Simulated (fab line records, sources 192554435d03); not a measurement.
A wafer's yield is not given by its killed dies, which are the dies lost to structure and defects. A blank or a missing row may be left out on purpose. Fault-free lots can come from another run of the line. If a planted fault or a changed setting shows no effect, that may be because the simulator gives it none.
Chamber matching -- flow n5_finfet -- uv_cure-03 running N5_BEOL_M10_CURE_72: 3 sister chambers
The step cures SiCOH lowk, time 120 s. 6 wafers are shown with their chamber, then 10 later ones without.

== WAFERS, EACH WITH ITS CHAMBER ==
wafer,chamber,wafer_temp_C_max,lamp_power_pct (%)
L087.4,0,371.7,52.31
L087.5,0,371.9,52.33
L089.4,2,372.6,52.32
L089.5,2,372.5,52.26
L093.1,1,371.7,52.33
L093.2,1,371.5,52.43

== WAFERS WHOSE CHAMBER IS MISSING ==
wafer,wafer_temp_C_max,lamp_power_pct (%)
L093.6,371.4,52.32
L093.3,371.9,52.34
L093.4,371.5,52.34
L093.5,371.7,52.32
L092.1,371.8,52.36
L092.5,371.6,52.33
L092.6,372.1,52.34
L092.2,371.5,52.23
L092.3,371.3,52.30
L092.4,371.3,52.30

== THE CHAMBER EACH PASSED THROUGH ==
wafer,from the rows above,in truth
L093.6,can't be placed: 1 or 0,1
L093.3,can't be placed: 0 or 1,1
L093.4,can't be placed: 1 or 0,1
L093.5,can't be placed: 0 or 1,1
L092.1,can't be placed: 0 or 1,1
L092.5,can't be placed: 1 or 0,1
L092.6,can't be placed: 0 or 2 or 1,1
L092.2,can't be placed: 0 or 1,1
L092.3,can't be placed: 1 or 0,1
L092.4,can't be placed: 1 or 0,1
Correctly placed: 0 of 10. These rows do not allow placing 10 (true chamber among the candidates in 10). Placed wrongly: 0.
How it was worked out, from the rows above alone: a wafer's distance from a chamber is the root of the sum, over the readings, of the square of ((its reading less the chamber's mean) divided by the reading's scatter). The wafer belongs to the nearest chamber; if the next one is less than 2 further off, it can't be placed. A chamber's mean is the mean of its shown wafers. How the scatter is found: for the shown wafers, subtract from each reading the mean of its chamber, square and add these, divide the total by (wafers less chambers), then take the root.
